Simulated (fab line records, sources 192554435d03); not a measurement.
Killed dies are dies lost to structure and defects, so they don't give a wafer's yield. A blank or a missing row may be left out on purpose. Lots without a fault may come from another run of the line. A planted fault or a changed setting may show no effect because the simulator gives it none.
Chamber matching | flow n5_finfet | N5_SDB_STRIP_21 on rie_diel-03: 4 sister chambers
The step strips in CF4. 18 wafers are shown with their chamber, then 9 later ones without.

WAFERS WITH THEIR CHAMBER
wafer  | chamber | drypump_motor_current_A (A) | showerhead_plenum_p_Torr (Torr) | throttle_valve_pct (%)
L079.1 | 2       | 6.0                         | 1.73                            | 13.52
L079.2 | 0       | 6.2                         | 1.87                            | 13.82
L079.3 | 3       | 5.6                         | 1.89                            | 14.11
L079.4 | 1       | 5.2                         | 1.93                            | 13.35
L079.5 | 1       | 5.2                         | 1.93                            | 13.35
L079.6 | 2       | 6.0                         | 1.73                            | 13.50
L080.1 | 3       | 5.6                         | 1.89                            | 14.12
L080.2 | 2       | 6.0                         | 1.73                            | 13.51
L080.4 | 0       | 6.2                         | 1.87                            | 13.82
L085.1 | 0       | 6.2                         | 1.86                            | 13.86
L085.3 | 3       | 5.6                         | 1.88                            | 14.15
L085.5 | 0       | 6.3                         | 1.86                            | 13.86
L086.1 | 2       | 6.0                         | 1.73                            | 13.54
L086.4 | 3       | 5.6                         | 1.88                            | 14.15
L086.5 | 0       | 6.3                         | 1.86                            | 13.84
L093.1 | 2       | 6.0                         | 1.72                            | 13.55
L093.5 | 2       | 6.0                         | 1.72                            | 13.57
L093.6 | 3       | 5.6                         | 1.88                            | 14.17

SIGNATURES (means of the wafers above)
reading                  | chamber 0 | chamber 1 | chamber 2 | chamber 3 | scatter within a chamber
drypump_motor_current_A  | 6.240     | 5.200     | 6.000     | 5.600     | 0.0293
showerhead_plenum_p_Torr | 1.8640    | 1.9300    | 1.7267    | 1.8840    | 0.00516
throttle_valve_pct       | 13.8400   | 13.3500   | 13.5317   | 14.1400   | 0.0231
Rule: a wafer's distance from a chamber is the root of the sum, over the readings, of the square of ((its reading less the chamber's mean) divided by the reading's scatter). The wafer belongs to the nearest chamber; if the next one is less than 2 further off, it can't be placed. The scatter: the root of (the sum of the squares of (reading less its chamber's mean) over the shown wafers, divided by (wafers less chambers)).

WAFERS WITHOUT THEIR CHAMBER
wafer  | drypump_motor_current_A (A) | showerhead_plenum_p_Torr (Torr) | throttle_valve_pct (%)
L096.1 | 6.3                         | 1.86                            | 13.92
L096.2 | 5.2                         | 1.92                            | 13.42
L096.3 | 6.0                         | 1.72                            | 13.58
L096.4 | 6.3                         | 1.86                            | 13.93
L096.5 | 6.0                         | 1.72                            | 13.58
L096.6 | 5.2                         | 1.92                            | 13.43
L097.2 | 6.3                         | 1.86                            | 13.92
L097.3 | 6.0                         | 1.72                            | 13.60
L097.4 | 5.6                         | 1.88                            | 14.19

WHICH CHAMBER EACH WENT THROUGH
wafer  | from the rows above | in truth
L096.1 | 0                   | 0
L096.2 | 1                   | 1
L096.3 | 2                   | 2
L096.4 | 0                   | 0
L096.5 | 2                   | 2
L096.6 | 1                   | 1
L097.2 | 0                   | 0
L097.3 | 2                   | 2
L097.4 | 3                   | 3
Placed correctly: 9 of 9. Can't be placed from these rows: 0. Placed wrongly: 0.
